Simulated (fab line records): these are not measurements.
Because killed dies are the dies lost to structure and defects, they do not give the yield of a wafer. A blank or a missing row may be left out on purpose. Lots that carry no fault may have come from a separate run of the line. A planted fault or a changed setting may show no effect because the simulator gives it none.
Chamber matching | flow n5Finfet | rieDiel-03 running N5_BEOL_M2_ETCHBACK_99: 4 sister chambers
The step etches SiO2 in CHF3, target depth 5 nm, time 10.4 s. 16 wafers are shown with their chamber, then 8 later ones without.

## WAFERS PAIRED WITH THEIR CHAMBERS
wafer  | chamber | showerheadPlenumPTorr (Torr) | rfVppV (V) | throttleValvePct (%)
L076.3 | 3       | 2.18                         | 246        | 17.21
L076.4 | 3       | 2.18                         | 246        | 17.23
L076.6 | 1       | 2.09                         | 241        | 16.82
L078.4 | 1       | 2.09                         | 240        | 16.82
L078.5 | 2       | 2.19                         | 247        | 16.80
L078.6 | 1       | 2.09                         | 241        | 16.84
L083.1 | 1       | 2.09                         | 240        | 16.84
L083.3 | 3       | 2.18                         | 245        | 17.24
L083.4 | 0       | 2.14                         | 246        | 17.17
L085.2 | 2       | 2.19                         | 248        | 16.84
L085.3 | 0       | 2.14                         | 246        | 17.17
L085.6 | 2       | 2.19                         | 245        | 16.84
L088.4 | 3       | 2.17                         | 246        | 16.79
L088.5 | 1       | 2.08                         | 239        | 16.88
L088.6 | 2       | 2.18                         | 246        | 16.84
L090.2 | 0       | 2.13                         | 247        | 17.20

SIGNATURES, as means of the wafers listed above
reading               | chamber 0 | chamber 1 | chamber 2 | chamber 3 | scatter within a chamber
showerheadPlenumPTorr | 2.1367    | 2.0880    | 2.1875    | 2.1775    | 0.00497
rfVppV                | 246.33    | 240.20    | 246.50    | 245.75    | 0.876
throttleValvePct      | 17.1800   | 16.8400   | 16.8300   | 17.1175   | 0.111
Rule: for a wafer and a chamber, the distance is found by dividing, reading by reading, the gap between the wafer's reading and the chamber's mean by the reading's scatter, squaring, summing and taking the root. The wafer belongs to the nearest chamber; if the next one is less than 2 further off, it can't be placed. The scatter is the square root of a quotient: the sum, over the shown wafers, of each reading's squared deviation from its chamber's mean, divided by wafers minus chambers.

## WAFERS WITH NO CHAMBER GIVEN
wafer  | showerheadPlenumPTorr (Torr) | rfVppV (V) | throttleValvePct (%)
L090.3 | 2.17                         | 245        | 16.81
L090.5 | 2.17                         | 244        | 16.82
L092.2 | 2.18                         | 246        | 16.86
L092.4 | 2.13                         | 246        | 17.21
L092.5 | 2.08                         | 241        | 16.88
L095.2 | 2.13                         | 248        | 17.23
L095.4 | 2.18                         | 247        | 16.88
L095.5 | 2.18                         | 246        | 16.85

## EACH ONE'S CHAMBER
wafer  | from the rows above     | in truth
L090.3 | can't be placed: 3 or 2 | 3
L090.5 | can't be placed: 3 or 2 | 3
L092.2 | can't be placed: 2 or 3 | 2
L092.4 | 0                       | 0
L092.5 | 1                       | 1
L095.2 | 0                       | 0
L095.4 | can't be placed: 2 or 3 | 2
L095.5 | can't be placed: 2 or 3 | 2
3 of 8 placed correctly. These rows do not allow placing 5 (true chamber among the candidates in 5). Number placed wrongly: 0.
